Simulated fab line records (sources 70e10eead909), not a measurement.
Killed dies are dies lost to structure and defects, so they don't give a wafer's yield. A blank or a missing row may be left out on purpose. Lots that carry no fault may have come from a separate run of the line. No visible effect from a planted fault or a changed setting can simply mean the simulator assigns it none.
Matching of chambers || flow nand_harc || NHARC_A_CHANNEL_HOLE_D1_DESCUM_15 on rie_diel-05: 4 sister chambers
The step chemistry O2, time 3 s. 16 wafers are shown with their chamber, then 8 later ones without.

## EACH WAFER AND ITS CHAMBER
{"wafer": "L077.1", "chamber": 2, "oes_product_au (a.u.)": 0.998, "throttle_valve_pct (%)": 11.320, "rf_vpp_V (V)": 57.3}
{"wafer": "L077.2", "chamber": 3, "oes_product_au (a.u.)": 1.023, "throttle_valve_pct (%)": 11.288, "rf_vpp_V (V)": 58.8}
{"wafer": "L077.6", "chamber": 1, "oes_product_au (a.u.)": 0.995, "throttle_valve_pct (%)": 11.328, "rf_vpp_V (V)": 56.4}
{"wafer": "L078.3", "chamber": 3, "oes_product_au (a.u.)": 1.017, "throttle_valve_pct (%)": 11.296, "rf_vpp_V (V)": 58.0}
{"wafer": "L078.4", "chamber": 0, "oes_product_au (a.u.)": 1.000, "throttle_valve_pct (%)": 11.311, "rf_vpp_V (V)": 59.5}
{"wafer": "L078.6", "chamber": 0, "oes_product_au (a.u.)": 1.009, "throttle_valve_pct (%)": 11.316, "rf_vpp_V (V)": 56.9}
{"wafer": "L081.4", "chamber": 1, "oes_product_au (a.u.)": 1.008, "throttle_valve_pct (%)": 11.308, "rf_vpp_V (V)": 58.9}
{"wafer": "L081.5", "chamber": 1, "oes_product_au (a.u.)": 1.011, "throttle_valve_pct (%)": 11.320, "rf_vpp_V (V)": 59.5}
{"wafer": "L081.6", "chamber": 0, "oes_product_au (a.u.)": 1.007, "throttle_valve_pct (%)": 11.294, "rf_vpp_V (V)": 57.7}
{"wafer": "L082.1", "chamber": 2, "oes_product_au (a.u.)": 1.002, "throttle_valve_pct (%)": 11.326, "rf_vpp_V (V)": 58.6}
{"wafer": "L082.2", "chamber": 1, "oes_product_au (a.u.)": 1.011, "throttle_valve_pct (%)": 11.314, "rf_vpp_V (V)": 59.2}
{"wafer": "L082.4", "chamber": 3, "oes_product_au (a.u.)": 1.024, "throttle_valve_pct (%)": 11.302, "rf_vpp_V (V)": 58.6}
{"wafer": "L088.2", "chamber": 1, "oes_product_au (a.u.)": 1.004, "throttle_valve_pct (%)": 11.313, "rf_vpp_V (V)": 57.5}
{"wafer": "L088.4", "chamber": 2, "oes_product_au (a.u.)": 1.004, "throttle_valve_pct (%)": 11.316, "rf_vpp_V (V)": 57.6}
{"wafer": "L088.5", "chamber": 1, "oes_product_au (a.u.)": 1.002, "throttle_valve_pct (%)": 11.329, "rf_vpp_V (V)": 58.3}
{"wafer": "L090.1", "chamber": 1, "oes_product_au (a.u.)": 1.001, "throttle_valve_pct (%)": 11.309, "rf_vpp_V (V)": 58.5}

SIGNATURES (averages over the wafers above)
{"reading": "oes_product_au", "chamber 0": 1.00533, "chamber 1": 1.00457, "chamber 2": 1.00133, "chamber 3": 1.02133, "scatter within a chamber": 0.00498}
{"reading": "throttle_valve_pct", "chamber 0": 11.30700, "chamber 1": 11.31729, "chamber 2": 11.32067, "chamber 3": 11.29533, "scatter within a chamber": 0.00846}
{"reading": "rf_vpp_V", "chamber 0": 58.033, "chamber 1": 58.329, "chamber 2": 57.833, "chamber 3": 58.467, "scatter within a chamber": 0.988}
Rule: a wafer lies at a distance from a chamber equal to the root of the sum of squares, over the readings, of (its reading less the chamber's mean, divided by the reading's scatter). If the next closest chamber is less than 2 further off than the closest, the wafer can't be placed; otherwise it belongs to the closest. The scatter is the square root of a quotient: the sum, over the shown wafers, of each reading's squared deviation from its chamber's mean, divided by wafers minus chambers.

## WAFERS WHOSE CHAMBER IS MISSING
{"wafer": "L090.3", "oes_product_au (a.u.)": 1.014, "throttle_valve_pct (%)": 11.322, "rf_vpp_V (V)": 57.5}
{"wafer": "L090.6", "oes_product_au (a.u.)": 1.003, "throttle_valve_pct (%)": 11.319, "rf_vpp_V (V)": 57.0}
{"wafer": "L095.1", "oes_product_au (a.u.)": 1.008, "throttle_valve_pct (%)": 11.308, "rf_vpp_V (V)": 57.8}
{"wafer": "L095.2", "oes_product_au (a.u.)": 0.994, "throttle_valve_pct (%)": 11.311, "rf_vpp_V (V)": 57.9}
{"wafer": "L095.4", "oes_product_au (a.u.)": 0.994, "throttle_valve_pct (%)": 11.313, "rf_vpp_V (V)": 58.0}
{"wafer": "L097.1", "oes_product_au (a.u.)": 0.995, "throttle_valve_pct (%)": 11.311, "rf_vpp_V (V)": 55.6}
{"wafer": "L097.4", "oes_product_au (a.u.)": 1.015, "throttle_valve_pct (%)": 11.326, "rf_vpp_V (V)": 57.6}
{"wafer": "L097.6", "oes_product_au (a.u.)": 0.997, "throttle_valve_pct (%)": 11.317, "rf_vpp_V (V)": 58.4}

## THE CHAMBER EACH PASSED THROUGH
{"wafer": "L090.3", "from the rows above": "can't be placed: 1 or 0 or 2 or 3", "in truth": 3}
{"wafer": "L090.6", "from the rows above": "can't be placed: 2 or 1 or 0", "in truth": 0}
{"wafer": "L095.1", "from the rows above": "can't be placed: 0 or 1 or 2", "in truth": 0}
{"wafer": "L095.2", "from the rows above": "can't be placed: 2 or 1 or 0", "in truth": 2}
{"wafer": "L095.4", "from the rows above": "can't be placed: 2 or 1 or 0", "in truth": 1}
{"wafer": "L097.1", "from the rows above": "can't be placed: 2 or 0 or 1", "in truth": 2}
{"wafer": "L097.4", "from the rows above": "can't be placed: 1 or 2 or 0 or 3", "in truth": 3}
{"wafer": "L097.6", "from the rows above": "can't be placed: 2 or 1 or 0", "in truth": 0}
Correct placement for 0 of the 8. Not placeable from these rows: 8 (in 8, the candidates include the true chamber). Number placed wrongly: 0.
